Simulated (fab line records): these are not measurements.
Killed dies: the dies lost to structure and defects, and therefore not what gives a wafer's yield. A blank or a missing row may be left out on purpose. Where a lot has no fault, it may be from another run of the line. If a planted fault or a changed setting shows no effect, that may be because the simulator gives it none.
Which tool was responsible? -- flow nandHarc -- 13 lots, 39 wafers sampled, at 5 steps of a route of 1159

WHAT THE GAUGES READ, wafer by wafer
NHARC_A_CONTACT_CD_MEAS_15. Usual: cdNm at 89.8 nm, with a standard deviation of 0.71.
lot,measured,on,cdNm (nm),flag
L900,day 17 01:32,cdSem-01,89.5 90.8 90.0,
L902,day 17 11:32,cdSem-01,89.8 89.1 88.8,
L901,day 17 15:11,cdSem-03,89.3 91.6 91.1,
L904,day 18 03:23,cdSem-03,89.4 89.9 89.0,
L905,day 18 21:31,cdSem-02,89.6 90.9 90.3,
L913,day 20 07:40,cdSem-02,89.3 89.2 89.8,
L914,day 20 16:07,cdSem-01,89.4 88.9 89.4,
L916,day 21 02:38,cdSem-02,89.4 89.8 91.7,
L918,day 21 12:05,cdSem-02,89.4 89.9 88.5,
L919,day 21 13:18,cdSem-01,90.5 89.6 90.2,
L921,day 22 04:25,cdSem-03,89.8 90.4 90.0,
L922,day 22 06:22,cdSem-01,90.3 89.8 89.4,
L920,day 22 11:33,cdSem-03,89.6 90.2 89.1,

NHARC_END_SORT_01. Usual: killedAtArray 26, standard deviation 8.4; killedAtOther 0.7, standard deviation 0.97; killedAtPeriphery 3.2, standard deviation 2.2; killedDies 30, standard deviation 8.5; killedOpen 3.4, standard deviation 2; killedShort 2, standard deviation 1.3.
lot,measured,on,killedAtArray,killedAtOther,killedAtPeriphery,killedDies,killedOpen,killedShort,flag
L902,day 20 11:16,prober-02,106 63 108,2 2 1,8 7 3,116 72 112,5 1 3,3 2 3,OFF
L905,day 21 18:10,prober-02,74 97 97,2 0 2,0 3 2,76 100 101,2 2 2,0 1 3,OFF

WHICH TOOL RAN EACH LOT (tool, then ch and the chambers of the sampled wafers, then the start)
lot,NHARC_A_CONTACT_ETCH_92,NHARC_A_CONTACT_STRIP_108,NHARC_A_CONTACT_ALD_18
L900,"rieDiel-11 ch 0,1,2, day 17 01:19","rieDiel-10 ch 1,2,3, day 17 01:43","aldMetal-02 ch 1,2,3, day 17 02:30"
L902,"rieDiel-10 ch 1,2,3, day 17 11:18","rieDiel-10 ch 0,1,2, day 17 11:41","aldMetal-01 ch 0,2, day 17 12:45"
L901,"rieDiel-10 ch 0,3, day 17 14:58","rieDiel-11 ch 1,2,3, day 17 15:22","aldMetal-04 ch 1,3, day 17 16:08"
L904,"rieDiel-03 ch 1,2,3, day 18 03:12","rieDiel-11 ch 0,2,3, day 18 03:37","aldMetal-01 ch 0,3, day 18 04:40"
L905,"rieDiel-11 ch 1,2,3, day 18 21:19","rieDiel-10 ch 1,3, day 18 21:49","aldMetal-02 ch 2,3, day 18 22:38"
L913,"rieDiel-03 ch 0,2,3, day 20 07:28","rieDiel-11 ch 0,1,3, day 20 07:58","aldMetal-04 ch 1,2, day 20 08:44"
L914,"rieDiel-11 ch 0,3, day 20 15:53","rieDiel-03 ch 0,1, day 20 16:17","aldMetal-01 ch 0,1,2, day 20 17:05"
L916,"rieDiel-10 ch 0,1,3, day 21 02:25","rieDiel-11 ch 1,2,3, day 21 02:59","aldMetal-04 ch 2,3, day 21 03:47"
L918,"rieDiel-11 ch 0,1,3, day 21 11:54","rieDiel-03 ch 0,1,2, day 21 12:15","aldMetal-02 ch 0,1,3, day 21 13:04"
L919,"rieDiel-11 ch 1,2,3, day 21 13:07","rieDiel-10 ch 0,2,3, day 21 13:28","aldMetal-01 ch 2,3, day 21 14:17"
L921,"rieDiel-11 ch 1,2, day 22 04:11","rieDiel-10 ch 0,1,3, day 22 04:35","aldMetal-02 ch 2,3, day 22 05:32"
L922,"rieDiel-11 ch 0,1,2, day 22 06:10","rieDiel-10 ch 1,2,3, day 22 06:33","aldMetal-04 ch 0,3, day 22 07:19"
L920,"rieDiel-10 ch 1,3, day 22 11:21","rieDiel-10 ch 1,2, day 22 11:43","aldMetal-04 ch 0,3, day 22 12:31"
- NHARC_A_CONTACT_ETCH_92: etches the open film in CH3F/O2, target depth 40 nm, time 85.7 s.
- NHARC_A_CONTACT_STRIP_108: strips in CF4/CHF3.
- NHARC_A_CONTACT_ALD_18: deposits TiN, target thk 3 nm, pulse time 1 s, ald cycles 150.

WHAT THE TOOLS THEMSELVES READ (means of the sampled wafers that have a number; where no wafer has one, the mark that the record gives instead)
NHARC_A_CONTACT_ETCH_92. Usual: drypumpMotorCurrentA 5.7 A, standard deviation 0.46; oesProductAu 0.932 a.u., standard deviation 0.021; rfVppV 243.9 V, standard deviation 2.2; showerheadPlenumPTorr 2.43 Torr, standard deviation 0.14; throttleValvePct 20.662 %, standard deviation 0.0091.
lot,tool,drypumpMotorCurrentA (A),oesProductAu (a.u.),rfVppV (V),showerheadPlenumPTorr (Torr),throttleValvePct (%),flag
L900,rieDiel-11,6.1,1.001,244.0,2.41,20.660,OFF
L902,rieDiel-10,5.5,0.936,243.0,2.42,20.652,
L901,rieDiel-10,5.5,0.938,244.6,2.41,20.661,
L904,rieDiel-03,5.4,0.936,245.7,2.55,20.666,
L905,rieDiel-11,5.6,0.918,242.0,2.30,20.664,
L913,rieDiel-03,5.6,0.935,247.5,2.62,20.665,
L914,rieDiel-11,6.3,0.906,244.7,2.52,20.661,
L916,rieDiel-10,5.4,0.939,243.0,2.36,20.662,
L918,rieDiel-11,5.9,0.919,242.8,2.40,20.664,
L919,rieDiel-11,5.6,0.918,242.0,2.29,20.661,
L921,rieDiel-11,5.7,0.919,241.9,2.28,20.664,
L922,rieDiel-11,6.1,0.919,244.2,2.39,20.659,
L920,rieDiel-10,5.2,0.946,242.3,2.35,20.660,

NHARC_A_CONTACT_ALD_18. Usual: heaterPowerOuterW 688 W, standard deviation 78; heaterPowerW 1070 W, standard deviation 110; precursorPulseHeightRel 1.000, standard deviation 0.021.
lot,tool,heaterPowerOuterW (W),heaterPowerW (W),precursorPulseHeightRel,flag
L900,aldMetal-02,704,1115,1.006,
L902,aldMetal-01,772,1174,0.993,
L901,aldMetal-04,646,1021,1.005,
L904,aldMetal-01,700,1024,0.991,
L905,aldMetal-02,624,1031,0.998,
L913,aldMetal-04,621,1008,0.998,
L914,aldMetal-01,722,1085,1.013,
L916,aldMetal-04,625,1018,1.022,
L918,aldMetal-02,702,1128,0.984,
L919,aldMetal-01,661,960,0.974,
L921,aldMetal-02,630,1021,0.993,
L922,aldMetal-04,740,1157,1.016,
L920,aldMetal-04,676,1081,0.997,

THE ANSWER, worked out from the rows above alone
Rule: take the mean of a lot's wafers that have a number; if it is more than 3 standard deviations from the usual mean, the lot is off. A lot without any number at a reading at which 4 lots or more have one is off too. Any other lot the step has rows for is counted as sound. The gauges are gone through in route order, then the tools' own readings, and for those a lot's mean is taken as printed above. The first step at which some lot is off is used, and at that step the reading that is off furthest; a lot without a number counts as furthest.
Off: L902, L905 (NHARC_END_SORT_01, killedDies). Neither off nor sound, because the step has no rows for them: L900, L901, L904, L913, L914, L916, L918, L919, L921, L922, L920.
If a tool, at a process step before that reading, ran all the lots that are off and no sound lot after the first of them, it fits. Those tools and the gauges at NHARC_END_SORT_01 are tried in the same way. This does not decide it: 2 tools fit, namely rieDiel-10 at NHARC_A_CONTACT_STRIP_108 and prober-02 at NHARC_END_SORT_01.

WHAT HAD BEEN PUT IN BY THE SIMULATOR
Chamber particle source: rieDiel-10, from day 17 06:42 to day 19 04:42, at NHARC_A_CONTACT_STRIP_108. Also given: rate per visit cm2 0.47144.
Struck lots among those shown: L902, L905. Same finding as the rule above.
